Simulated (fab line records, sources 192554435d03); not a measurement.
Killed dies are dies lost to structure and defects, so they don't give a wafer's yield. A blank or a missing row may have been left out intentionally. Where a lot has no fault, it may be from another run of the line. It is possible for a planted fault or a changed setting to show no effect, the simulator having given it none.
What tool caused it?	flow n5 finfet	24 lots, 72 wafers sampled, at 5 steps of a route of 1938

## WHAT THE GAUGES SHOWED, per wafer
N5_BEOL_M6_CD_MEAS_18: pitch 80 nm, target cd 40 nm. Usual: cd nm reads 39.9 nm (standard deviation 0.4).
lot	measured	on	cd nm (nm)	flag
L075	day 9 05:44	cd sem-03	39.7 40.0 39.3	
L074	day 9 07:08	cd sem-03	40.1 39.6 39.9	
L076	day 9 10:00	cd sem-01	39.7 39.8 40.1	
L077	day 9 14:28	cd sem-03	39.5 40.3 40.1	
L078	day 9 15:33	cd sem-03	39.3 39.4 39.2	
L079	day 9 18:59	cd sem-01	39.2 39.1 38.8	
L080	day 10 08:10	cd sem-02	40.0 39.7 39.6	
L081	day 10 13:15	cd sem-03	39.8 40.5 40.1	
L082	day 11 02:55	cd sem-02	40.3 40.4 40.1	
L083	day 11 08:14	cd sem-02	40.3 41.0 40.3	
L084	day 11 13:55	cd sem-02	39.4 39.6 39.7	
L085	day 11 16:01	cd sem-03	39.9 39.7 40.3	
L087	day 12 05:31	cd sem-02	40.1 40.2 39.6	
L088	day 12 05:40	cd sem-02	39.9 39.9 40.3	
L089	day 12 09:13	cd sem-02	40.1 40.6 39.4	
L086	day 12 09:23	cd sem-03	40.0 39.8 40.2	
L090	day 12 20:34	cd sem-01	39.9 40.0 40.0	
L092	day 13 06:30	cd sem-02	39.7 40.2 39.8	
L091	day 13 10:34	cd sem-03	39.3 39.6 39.9	
L093	day 13 12:34	cd sem-02	39.6 40.1 40.5	
L094	day 13 20:22	cd sem-02	40.2 40.5 40.2	
L095	day 13 23:07	cd sem-03	40.0 39.6 39.4	
L096	day 14 05:45	cd sem-01	39.8 41.1 40.1	
L097	day 14 09:19	cd sem-01	39.7 39.4 39.5	

N5_BEOL_M6_OCD_MEAS_38. Usual: trench depth nm reads 93.3 nm (standard deviation 1.1).
lot	measured	on	trench depth nm (nm)	flag
L075	day 9 08:49	ocd-01	92.8 93.0 91.8	
L074	day 9 08:52	ocd-02	93.3 93.5 95.5	
L076	day 9 11:04	ocd-02	94.0 92.5 93.7	
L077	day 9 17:10	ocd-01	92.0 92.9 92.0	
L078	day 9 17:32	ocd-02	91.5 93.9 93.3	
L079	day 9 20:14	ocd-01	93.1 92.2 93.1	
L080	day 10 10:17	ocd-02	96.1 93.3 92.1	
L081	day 10 14:47	ocd-02	94.3 94.9 94.5	
L082	day 11 03:50	ocd-01	91.7 92.9 92.7	
L083	day 11 11:36	ocd-02	93.0 95.5 94.5	
L084	day 11 15:19	ocd-02	93.7 94.5 92.4	
L085	day 11 18:49	ocd-01	93.2 94.1 94.2	
L087	day 12 07:53	ocd-02	92.1 92.4 92.3	
L088	day 12 07:55	ocd-01	93.6 92.8 94.3	
L089	day 12 10:57	ocd-01	92.1 94.3 93.3	
L086	day 12 10:31	ocd-02	92.6 92.3 93.7	
L090	day 12 21:41	ocd-01	93.6 93.4 92.1	
L092	day 13 10:06	ocd-01	95.1 95.6 93.5	
L091	day 13 11:25	ocd-02	93.6 94.2 93.0	
L093	day 13 14:19	ocd-02	93.3 94.7 93.5	
L094	day 13 22:59	ocd-02	92.2 94.6 92.4	
L095	day 14 00:08	ocd-02	91.9 92.5 92.1	
L096	day 14 06:46	ocd-01	92.6 92.8 92.9	
L097	day 14 11:28	ocd-02	94.7 92.5 94.5	

## WHAT TOOL EACH LOT RAN ON (gives the tool, then ch and the chambers of the sampled wafers, and finally the start)
lot	N5_BEOL_M5_ANNEAL_51	N5_BEOL_M6_STRIP_19	N5_BEOL_M6_ETCH_66
L075	rtp anneal-02 ch 0, day 9 02:28	rie diel-05 ch 0,1, day 9 05:39	rie diel-05 ch 0,1,3, day 9 08:28
L074	rtp anneal-01 ch 0, day 9 03:58	rie diel-03 ch 0,3, day 9 07:04	rie diel-01 ch 0,3, day 9 08:31
L076	rtp anneal-01 ch 0, day 9 05:20	rie diel-01 ch 0,1,2, day 9 09:56	rie diel-03 ch 1,2,3, day 9 10:43
L077	rtp anneal-02 ch 0, day 9 10:20	rie diel-01 ch 2,3, day 9 14:24	rie diel-05 ch 0,3, day 9 16:50
L078	rtp anneal-02 ch 0, day 9 12:58	rie diel-05 ch 0,2,3, day 9 15:29	rie diel-03 ch 0,1,2, day 9 17:11
L079	rtp anneal-02 ch 0, day 9 16:02	rie diel-01 ch 0,2, day 9 18:55	rie diel-05 ch 2,3, day 9 19:53
L080	rtp anneal-02 ch 0, day 10 04:52	rie diel-05 ch 0,2,3, day 10 08:06	rie diel-01 ch 1,2,3, day 10 09:56
L081	rtp anneal-02 ch 0, day 10 09:37	rie diel-05 ch 1,3, day 10 13:11	rie diel-03 ch 0,1,3, day 10 14:27
L082	rtp anneal-01 ch 0, day 10 22:40	rie diel-03 ch 2,3, day 11 02:51	rie diel-01 ch 1,3, day 11 03:29
L083	rtp anneal-01 ch 0, day 11 04:56	rie diel-01 ch 0,2, day 11 08:10	rie diel-03 ch 0,2,3, day 11 11:16
L084	rtp anneal-01 ch 0, day 11 11:08	rie diel-03 ch 1,2,3, day 11 13:50	rie diel-01 ch 2,3, day 11 14:59
L085	rtp anneal-02 ch 0, day 11 11:59	rie diel-03 ch 1,3, day 11 15:57	rie diel-01 ch 0,2,3, day 11 18:28
L087	rtp anneal-01 ch 0, day 11 22:43	rie diel-03 ch 0,1, day 12 05:26	rie diel-05 ch 2,3, day 12 07:32
L088	rtp anneal-02 ch 0, day 12 02:48	rie diel-01 ch 0,1,2, day 12 05:35	rie diel-01 ch 0,1,3, day 12 07:34
L089	rtp anneal-02 ch 0, day 12 03:48	rie diel-03 ch 0,1,2, day 12 09:08	rie diel-05 ch 1,2, day 12 10:35
L086	rtp anneal-01 ch 0, day 12 04:39	rie diel-05 ch 1,3, day 12 09:19	rie diel-05 ch 1,3, day 12 10:10
L090	rtp anneal-02 ch 0, day 12 15:22	rie diel-05 ch 1,3, day 12 20:30	rie diel-03 ch 0,2,3, day 12 21:20
L092	rtp anneal-01 ch 0, day 13 01:47	rie diel-01 ch 0,1,3, day 13 06:25	rie diel-03 ch 0,1,3, day 13 09:45
L091	rtp anneal-02 ch 0, day 13 06:13	rie diel-05 ch 0,2,3, day 13 10:29	rie diel-03 ch 0,1,3, day 13 11:04
L093	rtp anneal-02 ch 0, day 13 09:53	rie diel-05 ch 0,1,2, day 13 12:30	rie diel-03 ch 0,1,3, day 13 13:58
L094	rtp anneal-02 ch 0, day 13 16:17	rie diel-05 ch 1,2,3, day 13 20:17	rie diel-03 ch 0,2, day 13 22:38
L095	rtp anneal-01 ch 0, day 13 18:56	rie diel-01 ch 0,2,3, day 13 23:02	rie diel-05 ch 2,3, day 13 23:47
L096	rtp anneal-02 ch 0, day 14 01:37	rie diel-05 ch 1,2, day 14 05:41	rie diel-03 ch 0,3, day 14 06:25
L097	rtp anneal-02 ch 0, day 14 06:34	rie diel-01 ch 1,2,3, day 14 09:14	rie diel-03 ch 0,1,3, day 14 11:09
- N5_BEOL_M5_ANNEAL_51: time 90 s.
- N5_BEOL_M6_STRIP_19: strips in O2.
- N5_BEOL_M6_ETCH_66: etches SOC in N2/H2, target depth 80 nm, overetch 16 nm, time 120 s.

## WHAT THE TOOLS THEMSELVES READ (means of the sampled wafers that have a number; where no wafer has one, the mark that the record gives instead)
N5_BEOL_M5_ANNEAL_51. Usual: wafer_temp_C_max reads 225.93 (standard deviation 0.29).
lot	tool	wafer_temp_C_max	flag
L075	rtp anneal-02	225.95	
L074	rtp anneal-01	225.77	
L076	rtp anneal-01	225.50	
L077	rtp anneal-02	225.98	
L078	rtp anneal-02	225.83	
L079	rtp anneal-02	226.00	
L080	rtp anneal-02	226.08	
L081	rtp anneal-02	226.09	
L082	rtp anneal-01	225.65	
L083	rtp anneal-01	225.62	
L084	rtp anneal-01	225.88	
L085	rtp anneal-02	226.03	
L087	rtp anneal-01	225.77	
L088	rtp anneal-02	226.33	
L089	rtp anneal-02	226.13	
L086	rtp anneal-01	225.56	
L090	rtp anneal-02	226.05	
L092	rtp anneal-01	225.97	
L091	rtp anneal-02	225.93	
L093	rtp anneal-02	225.97	
L094	rtp anneal-02	225.86	
L095	rtp anneal-01	225.93	
L096	rtp anneal-02	226.17	
L097	rtp anneal-02	226.09	

N5_BEOL_M6_STRIP_19. Usual: drypump motor current A 5.8 A, standard deviation 0.47; oes product au 0.78 a.u., standard deviation 0.089; rf vpp V 3.7 V, standard deviation 0.57; showerhead plenum p Torr 2.10 Torr, standard deviation 0.073; throttle valve pct 16.58 %, standard deviation 0.25.
lot	tool	drypump motor current A (A)	oes product au (a.u.)	rf vpp V (V)	showerhead plenum p Torr (Torr)	throttle valve pct (%)	flag
L075	rie diel-05	5.5	0.71	3.5	2.13	16.82	
L074	rie diel-03	6.3	0.85	3.9	2.04	16.55	
L076	rie diel-01	5.7	0.83	3.5	2.12	16.37	
L077	rie diel-01	5.3	0.80	4.0	2.22	16.41	
L078	rie diel-05	5.6	0.71	3.8	2.10	16.83	
L079	rie diel-01	5.4	0.85	3.6	2.19	16.32	
L080	rie diel-05	5.6	0.70	3.8	2.10	16.84	
L081	rie diel-05	5.9	0.88	3.8	2.06	16.52	
L082	rie diel-03	6.4	0.74	3.3	2.06	16.73	
L083	rie diel-01	5.4	0.88	3.9	2.16	16.21	
L084	rie diel-03	6.2	0.74	3.1	2.12	16.67	
L085	rie diel-03	5.9	0.76	3.5	2.13	16.46	
L087	rie diel-03	5.9	0.80	3.4	2.14	16.45	
L088	rie diel-01	5.7	0.80	3.8	2.11	16.42	
L089	rie diel-03	6.2	0.77	3.5	2.13	16.67	
L086	rie diel-05	5.6	0.78	4.2	2.06	16.70	
L090	rie diel-05	5.9	0.83	3.2	2.05	16.56	
L092	rie diel-01	5.6	0.79	4.2	2.10	16.40	
L091	rie diel-05	5.6	0.77	3.4	2.09	16.73	
L093	rie diel-05	5.9	0.85	3.8	2.09	16.57	
L094	rie diel-05	5.9	0.75	3.9	2.06	16.74	
L095	rie diel-01	5.3	0.80	4.0	2.18	16.36	
L096	rie diel-05	6.2	0.81	4.1	2.05	16.58	
L097	rie diel-01	5.5	0.74	3.3	2.12	16.54	

N5_BEOL_M6_ETCH_66. Usual: drypump motor current A 5.9 A, standard deviation 0.47; n2 flow sccm 200.1 sccm, standard deviation 0.56; oes product au 0.59 a.u., standard deviation 0.057; rf vpp V 524.1 V, standard deviation 2.7; showerhead plenum p Torr 2.55 Torr, standard deviation 0.09; throttle valve pct 17.73 %, standard deviation 0.29.
lot	tool	drypump motor current A (A)	n2 flow sccm (sccm)	oes product au (a.u.)	rf vpp V (V)	showerhead plenum p Torr (Torr)	throttle valve pct (%)	flag
L075	rie diel-05	5.6	200.2	0.55	524.0	2.55	17.98	
L074	rie diel-01	5.2	200.0	0.65	527.3	2.66	17.49	
L076	rie diel-03	6.2	199.9	0.58	523.7	2.57	17.72	
L077	rie diel-05	5.3	199.4	0.55	525.3	2.58	17.97	
L078	rie diel-03	6.2	200.4	0.61	526.0	2.59	17.72	
L079	rie diel-05	5.7	199.3	0.55	523.7	2.53	18.01	
L080	rie diel-01	5.5	200.3	0.59	525.5	2.59	17.65	
L081	rie diel-03	6.1	200.4	0.62	523.2	2.52	17.53	
L082	rie diel-01	5.8	200.5	0.56	523.2	2.50	17.68	
L083	rie diel-03	6.4	200.0	0.59	523.0	2.51	17.84	
L084	rie diel-01	5.2	199.8	0.60	528.0	2.68	17.66	
L085	rie diel-01	5.3	200.1	0.63	527.7	2.65	17.51	
L087	rie diel-05	6.0	200.3	0.53	523.6	2.52	18.05	
L088	rie diel-01	5.6	199.5	0.60	524.1	2.56	17.53	
L089	rie diel-05	6.2	200.4	0.64	522.7	2.50	17.77	
L086	rie diel-05	5.6	199.5	0.59	523.1	2.51	17.91	
L090	rie diel-03	6.4	199.9	0.58	522.8	2.50	17.87	
L092	rie diel-03	6.1	200.7	0.60	522.7	2.51	17.57	
L091	rie diel-03	6.1	199.6	0.60	522.6	2.51	17.57	
L093	rie diel-03	6.1	200.3	0.60	523.7	2.51	17.57	
L094	rie diel-03	6.5	199.8	0.56	524.1	2.56	18.08	
L095	rie diel-05	6.0	199.8	0.53	522.1	2.51	18.10	
L096	rie diel-03	6.3	199.9	0.61	521.4	2.45	17.67	
L097	rie diel-03	6.1	200.7	0.59	523.9	2.51	17.59	

## THE ANSWER, worked out from the rows above alone
Rule: take the mean of a lot's wafers that have a number; if it is more than 3 standard deviations from the usual mean, the lot is off. Also off: a lot with no number at a reading for which 4 or more lots have one. Where the step has rows for the other lots, those lots are counted as sound. First the gauges in route order, then the tools' own readings, where a lot's mean is used as printed above. The first step at which some lot is off is used, and at that step the reading that is off furthest; a lot without a number counts as furthest.
No lot is off at any reading shown: from this, nothing can be told.

## WHAT THE SIMULATOR HAD PUT IN
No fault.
